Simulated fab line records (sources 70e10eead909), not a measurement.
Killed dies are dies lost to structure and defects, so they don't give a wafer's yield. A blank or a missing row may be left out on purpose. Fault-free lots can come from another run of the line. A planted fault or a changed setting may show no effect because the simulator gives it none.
Chamber matching + flow nandHarc + NHARC_A_DECK1_JOINT_DEP_16 on pecvd-02 has 3 sister chambers
The step deposits SiO2, target thk 45 nm. 6 wafers are shown with their chamber, then 7 later ones without.

## EACH WAFER AND ITS CHAMBER
| wafer  | chamber | throttleValvePct (%) | heaterPowerW (W) |
|--------|---------|----------------------|------------------|
| L793.4 | 2       | 16.3                 | 616              |
| L793.6 | 0       | 16.7                 | 728              |
| L802.2 | 2       | 16.7                 | 615              |
| L802.5 | 1       | 14.8                 | 561              |
| L804.2 | 0       | 15.8                 | 775              |
| L804.3 | 1       | 14.6                 | 526              |

## WAFERS WITHOUT THEIR CHAMBER
| wafer  | throttleValvePct (%) | heaterPowerW (W) |
|--------|----------------------|------------------|
| L804.5 | 16.6                 | 556              |
| L803.2 | 16.6                 | 567              |
| L803.4 | 16.0                 | 679              |
| L803.5 | 14.6                 | 506              |
| L806.1 | 14.9                 | 557              |
| L806.3 | 16.8                 | 576              |
| L806.4 | 16.1                 | 622              |

## CHAMBER TAKEN BY EACH
| wafer  | from the rows above     | in truth                   |
|--------|-------------------------|----------------------------|
| L804.5 | 2                       | 2                          |
| L803.2 | 2                       | 2                          |
| L803.4 | can't be placed: 2 or 0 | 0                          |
| L803.5 | 1                       | 1                          |
| L806.1 | 1                       | 1                          |
| L806.3 | 2                       | 2                          |
| L806.4 | 2                       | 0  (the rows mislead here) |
Placed correctly: 5 of 7. Cannot be placed on the basis of these rows: 1; the candidates contain the true chamber in 1. Placed wrongly: 1.
How it was worked out, from the rows above alone: a wafer's distance from a chamber is the root of the sum, over the readings, of the square of ((its reading less the chamber's mean) divided by the reading's scatter). If the next closest chamber is less than 2 further off than the closest, the wafer can't be placed; otherwise it belongs to the closest. Each chamber's mean is taken over the wafers shown for it. The scatter is the square root of a quotient: the sum, over the shown wafers, of each reading's squared deviation from its chamber's mean, divided by wafers minus chambers.
